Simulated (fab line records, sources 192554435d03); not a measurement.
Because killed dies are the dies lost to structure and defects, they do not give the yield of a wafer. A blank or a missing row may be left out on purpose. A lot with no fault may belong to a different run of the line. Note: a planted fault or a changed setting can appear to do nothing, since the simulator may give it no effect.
Which of the tools did it? + flow n5_finfet + 23 lots with 69 wafers sampled at 4 steps, on a route of 1938 steps

## WHAT EACH GAUGE READ, for each wafer
N5_BEOL_M13_INSPECT_55: inspects for defects (darkfield).
| lot  | measured     | on                | raw_defect_count |
|------|--------------|-------------------|------------------|
| L075 | day 13 18:41 | defect_inspect-02 | 90 118 121       |
| L074 | day 14 00:28 | defect_inspect-02 | 51 92 73         |
| L076 | day 14 13:34 | defect_inspect-02 | 52 89 44         |
| L080 | day 15 03:56 | defect_inspect-02 | 53 39 31         |
| L081 | day 15 08:07 | defect_inspect-02 | 66 88 81         |
| L079 | day 15 19:18 | defect_inspect-02 | 47 54 70         |
| L083 | day 16 00:19 | defect_inspect-02 | 64 107 88        |
| L082 | day 15 22:35 | defect_inspect-01 | 72 66 57         |
| L078 | day 15 23:46 | defect_inspect-01 | 60 69 60         |
| L085 | day 16 09:43 | defect_inspect-01 | 44 45 35         |
| L086 | day 16 19:48 | defect_inspect-02 | 39 58 70         |
| L084 | day 17 04:56 | defect_inspect-01 | 46 66 55         |
| L089 | day 17 10:29 | defect_inspect-02 | 59 41 70         |
| L088 | day 17 13:26 | defect_inspect-02 | 49 82 61         |
| L087 | day 17 19:56 | defect_inspect-01 | 80 96 63         |
| L091 | day 17 20:10 | defect_inspect-02 | 107 101 63       |
| L090 | day 18 13:03 | defect_inspect-01 | 145 92 100       |
| L093 | day 18 18:40 | defect_inspect-01 | 111 96 140       |
| L094 | day 19 00:46 | defect_inspect-02 | 83 130 92        |
| L092 | day 19 06:06 | defect_inspect-01 | 56 55 57         |
| L097 | day 19 18:51 | defect_inspect-01 | 86 132 96        |
| L096 | day 19 21:26 | defect_inspect-02 | 58 78 60         |
| L095 | day 21 03:22 | defect_inspect-01 | 82 80 75         |

## WHAT TOOL EACH LOT RAN ON (gives the tool, then ch and the chambers of the sampled wafers, and finally the start)
| lot  | N5_BEOL_M12_DESCUM_33              | N5_BEOL_M12_SPUTTER_44       | N5_BEOL_M12_DEP_53              |
|------|------------------------------------|------------------------------|---------------------------------|
| L075 | rie_diel-05 ch 0,1, day 13 07:37   | pvd_sputter-03, day 13 12:07 | pecvd-01 ch 0,1,2, day 13 13:07 |
| L074 | rie_diel-04 ch 0,1,2, day 13 16:16 | pvd_sputter-01, day 13 17:47 | pecvd-03 ch 0,1,2, day 13 18:47 |
| L076 | rie_diel-04 ch 0,1,2, day 13 23:55 | pvd_sputter-01, day 14 03:00 | pecvd-03 ch 0,1,2, day 14 04:04 |
| L080 | rie_diel-04 ch 2,3, day 14 18:33   | pvd_sputter-01, day 14 20:11 | pecvd-01 ch 1,2, day 14 21:11   |
| L081 | rie_diel-01 ch 2,3, day 14 21:53   | pvd_sputter-02, day 15 00:43 | pecvd-03 ch 0,1, day 15 03:17   |
| L079 | rie_diel-01 ch 1,2,3, day 15 08:11 | pvd_sputter-03, day 15 11:02 | pecvd-01 ch 0,2, day 15 12:01   |
| L083 | rie_diel-01 ch 1,2,3, day 15 11:44 | pvd_sputter-01, day 15 14:19 | pecvd-03 ch 0,2, day 15 15:20   |
| L082 | rie_diel-01 ch 1,3, day 15 12:21   | pvd_sputter-03, day 15 14:37 | pecvd-01 ch 0,1, day 15 15:37   |
| L078 | rie_diel-04 ch 1,3, day 15 14:14   | pvd_sputter-03, day 15 15:18 | pecvd-02 ch 0,2, day 15 16:17   |
| L085 | rie_diel-04 ch 0,2,3, day 16 00:54 | pvd_sputter-01, day 16 03:58 | pecvd-03 ch 0,1,2, day 16 04:59 |
| L086 | rie_diel-05 ch 2,3, day 16 07:55   | pvd_sputter-03, day 16 09:11 | pecvd-01 ch 0,1, day 16 10:11   |
| L084 | rie_diel-01 ch 0,1,3, day 16 17:38 | pvd_sputter-02, day 16 19:01 | pecvd-03 ch 1,2, day 16 20:02   |
| L089 | rie_diel-04 ch 0,1,3, day 16 23:19 | pvd_sputter-02, day 17 03:19 | pecvd-02 ch 0, day 17 04:33     |
| L088 | rie_diel-05 ch 0,1, day 17 00:11   | pvd_sputter-02, day 17 03:38 | pecvd-01 ch 0,1,2, day 17 04:38 |
| L087 | rie_diel-01 ch 1,3, day 17 09:23   | pvd_sputter-01, day 17 12:38 | pecvd-02 ch 0,1,2, day 17 14:02 |
| L091 | rie_diel-05 ch 0,2,3, day 17 11:03 | pvd_sputter-02, day 17 12:40 | pecvd-01 ch 0,2, day 17 14:10   |
| L090 | rie_diel-04 ch 0,1,2, day 18 04:49 | pvd_sputter-01, day 18 06:36 | pecvd-01 ch 0,1, day 18 07:37   |
| L093 | rie_diel-04 ch 1,2, day 18 11:38   | pvd_sputter-01, day 18 12:45 | pecvd-03 ch 1,2, day 18 13:45   |
| L094 | rie_diel-04 ch 1,2,3, day 18 16:19 | pvd_sputter-02, day 18 18:16 | pecvd-02 ch 0,2, day 18 19:26   |
| L092 | rie_diel-04 ch 1,3, day 18 20:25   | pvd_sputter-01, day 18 21:32 | pecvd-01 ch 0,1, day 18 22:37   |
| L097 | rie_diel-01 ch 0,2, day 19 06:06   | pvd_sputter-01, day 19 07:53 | pecvd-03 ch 0,1,2, day 19 08:52 |
| L096 | rie_diel-05 ch 1,2,3, day 19 07:23 | pvd_sputter-03, day 19 08:31 | pecvd-01 ch 0,1,2, day 19 09:31 |
| L095 | rie_diel-01 ch 0,2,3, day 20 16:07 | pvd_sputter-02, day 20 21:34 | pecvd-02 ch 0,1,2, day 20 22:38 |
- N5_BEOL_M12_DESCUM_33: chemistry O2, time 7.9 s.
- N5_BEOL_M12_SPUTTER_44: material Ta, target thk 10 nm, time 16.13 s.
- N5_BEOL_M12_DEP_53: deposits SiCN from 3MS/NH3, target thk 30 nm, time 10.5 s.

## AS READ BY THE TOOLS THEMSELVES (means over the sampled wafers that have a number; for cases with no such wafer, the mark the record gives instead)
N5_BEOL_M12_DESCUM_33.
| lot  | tool        | drypump_motor_current_A (A) | oes_product_au (a.u.) | rf_vpp_V (V) | showerhead_plenum_p_Torr (Torr) | temp_c (C) | throttle_valve_pct (%) |
|------|-------------|-----------------------------|-----------------------|--------------|---------------------------------|------------|------------------------|
| L075 | rie_diel-05 | 5.6                         | 0.79                  | 243.3        | 2.07                            | 39.99      | 20.18                  |
| L074 | rie_diel-04 | 5.6                         | 0.82                  | 243.4        | 2.07                            | 39.96      | 20.08                  |
| L076 | rie_diel-04 | 5.6                         | 0.81                  | 243.6        | 2.07                            | 40.00      | 20.09                  |
| L080 | rie_diel-04 | 6.0                         | 0.87                  | 244.2        | 2.13                            | 39.98      | 20.11                  |
| L081 | rie_diel-01 | 5.4                         | 0.84                  | 244.1        | 2.17                            | 39.96      | 20.12                  |
| L079 | rie_diel-01 | 5.3                         | 0.78                  | 244.2        | 2.14                            | 39.96      | 20.25                  |
| L083 | rie_diel-01 | 5.3                         | 0.77                  | 244.7        | 2.14                            | 40.06      | 20.25                  |
| L082 | rie_diel-01 | 5.2                         | 0.72                  | 244.0        | 2.12                            | 40.02      | 20.38                  |
| L078 | rie_diel-04 | 6.4                         | 0.84                  | 244.2        | 2.11                            | 40.05      | 20.30                  |
| L085 | rie_diel-04 | 5.8                         | 0.83                  | 242.1        | 2.08                            | 39.93      | 20.05                  |
| L086 | rie_diel-05 | 5.4                         | 0.76                  | 242.7        | 2.05                            | 39.90      | 20.10                  |
| L084 | rie_diel-01 | 5.4                         | 0.81                  | 242.8        | 2.08                            | 39.90      | 20.28                  |
| L089 | rie_diel-04 | 6.2                         | 0.85                  | 243.9        | 2.09                            | 40.03      | 20.20                  |
| L088 | rie_diel-05 | 5.7                         | 0.76                  | 242.8        | 2.06                            | 40.00      | 20.23                  |
| L087 | rie_diel-01 | 5.3                         | 0.70                  | 243.2        | 2.11                            | 40.12      | 20.41                  |
| L091 | rie_diel-05 | 5.3                         | 0.76                  | 243.2        | 2.05                            | 40.02      | 20.19                  |
| L090 | rie_diel-04 | 5.7                         | 0.77                  | 242.8        | 2.06                            | 39.99      | 20.14                  |
| L093 | rie_diel-04 | 5.4                         | 0.72                  | 243.9        | 2.06                            | 39.93      | 20.15                  |
| L094 | rie_diel-04 | 5.9                         | 0.77                  | 243.0        | 2.09                            | 39.98      | 20.22                  |
| L092 | rie_diel-04 | 6.5                         | 0.84                  | 244.4        | 2.13                            | 39.96      | 20.27                  |
| L097 | rie_diel-01 | 5.4                         | 0.84                  | 244.3        | 2.17                            | 39.97      | 20.19                  |
| L096 | rie_diel-05 | 5.7                         | 0.76                  | 242.4        | 2.02                            | 40.08      | 20.12                  |
| L095 | rie_diel-01 | 5.5                         | 0.81                  | 242.7        | 2.09                            | 40.03      | 20.21                  |

N5_BEOL_M12_SPUTTER_44.
| lot  | tool           | throttle_valve_pct (%) |
|------|----------------|------------------------|
| L075 | pvd_sputter-03 | 30.7                   |
| L074 | pvd_sputter-01 | 30.5                   |
| L076 | pvd_sputter-01 | 30.5                   |
| L080 | pvd_sputter-01 | 30.6                   |
| L081 | pvd_sputter-02 | 30.4                   |
| L079 | pvd_sputter-03 | 30.5                   |
| L083 | pvd_sputter-01 | 30.6                   |
| L082 | pvd_sputter-03 | 30.7                   |
| L078 | pvd_sputter-03 | 30.2                   |
| L085 | pvd_sputter-01 | 30.3                   |
| L086 | pvd_sputter-03 | 30.1                   |
| L084 | pvd_sputter-02 | 30.6                   |
| L089 | pvd_sputter-02 | 30.0                   |
| L088 | pvd_sputter-02 | 30.2                   |
| L087 | pvd_sputter-01 | 29.9                   |
| L091 | pvd_sputter-02 | 30.0                   |
| L090 | pvd_sputter-01 | 30.5                   |
| L093 | pvd_sputter-01 | 30.4                   |
| L094 | pvd_sputter-02 | 30.4                   |
| L092 | pvd_sputter-01 | 30.7                   |
| L097 | pvd_sputter-01 | 30.3                   |
| L096 | pvd_sputter-03 | 30.5                   |
| L095 | pvd_sputter-02 | 29.7                   |

N5_BEOL_M12_DEP_53.
| lot  | tool     | showerhead_plenum_p_Torr (Torr) | throttle_valve_pct (%) |
|------|----------|---------------------------------|------------------------|
| L075 | pecvd-01 | 4.144                           | 18.2                   |
| L074 | pecvd-03 | 4.153                           | 17.6                   |
| L076 | pecvd-03 | 4.154                           | 17.8                   |
| L080 | pecvd-01 | 4.147                           | 17.7                   |
| L081 | pecvd-03 | 4.171                           | 18.9                   |
| L079 | pecvd-01 | 4.122                           | 18.6                   |
| L083 | pecvd-03 | 4.156                           | 17.4                   |
| L082 | pecvd-01 | 4.157                           | 18.8                   |
| L078 | pecvd-02 | 4.140                           | 16.9                   |
| L085 | pecvd-03 | 4.157                           | 17.7                   |
| L086 | pecvd-01 | 4.162                           | 18.6                   |
| L084 | pecvd-03 | 4.155                           | 18.0                   |
| L089 | pecvd-02 | 4.147                           | 17.9                   |
| L088 | pecvd-01 | 4.143                           | 18.4                   |
| L087 | pecvd-02 | 4.157                           | 17.6                   |
| L091 | pecvd-01 | 4.121                           | 18.5                   |
| L090 | pecvd-01 | 4.159                           | 18.7                   |
| L093 | pecvd-03 | 4.141                           | 17.5                   |
| L094 | pecvd-02 | 4.148                           | 16.8                   |
| L092 | pecvd-01 | 4.144                           | 18.9                   |
| L097 | pecvd-03 | 4.158                           | 18.0                   |
| L096 | pecvd-01 | 4.142                           | 18.3                   |
| L095 | pecvd-02 | 4.154                           | 17.6                   |

## THE ANSWER, worked out from the rows above alone
Rule: what is usual is taken from the lots themselves. Put in order of their means at a reading, lots are off if they are a third of the lots or fewer, leave a main group of 4 or more, and stand apart from it by a gap of 3 or more times the standard deviation of the main group's means; of several such gaps the widest counts. A main group is skipped when, at the precision printed for the reading in the tables above, its means are all equal. Also off: a lot with no number at a reading for which 4 or more lots have one. Where the step has rows for the other lots, those lots are counted as sound. The gauges are gone through in route order, then the tools' own readings, and for those a lot's mean is taken as printed above. At the first step where some lot is off, the reading lying furthest off is the one used; lots without a number count as furthest.
Nothing can be told from this: no lot is off at any reading shown.

## WHAT THE SIMULATOR HAD INSERTED
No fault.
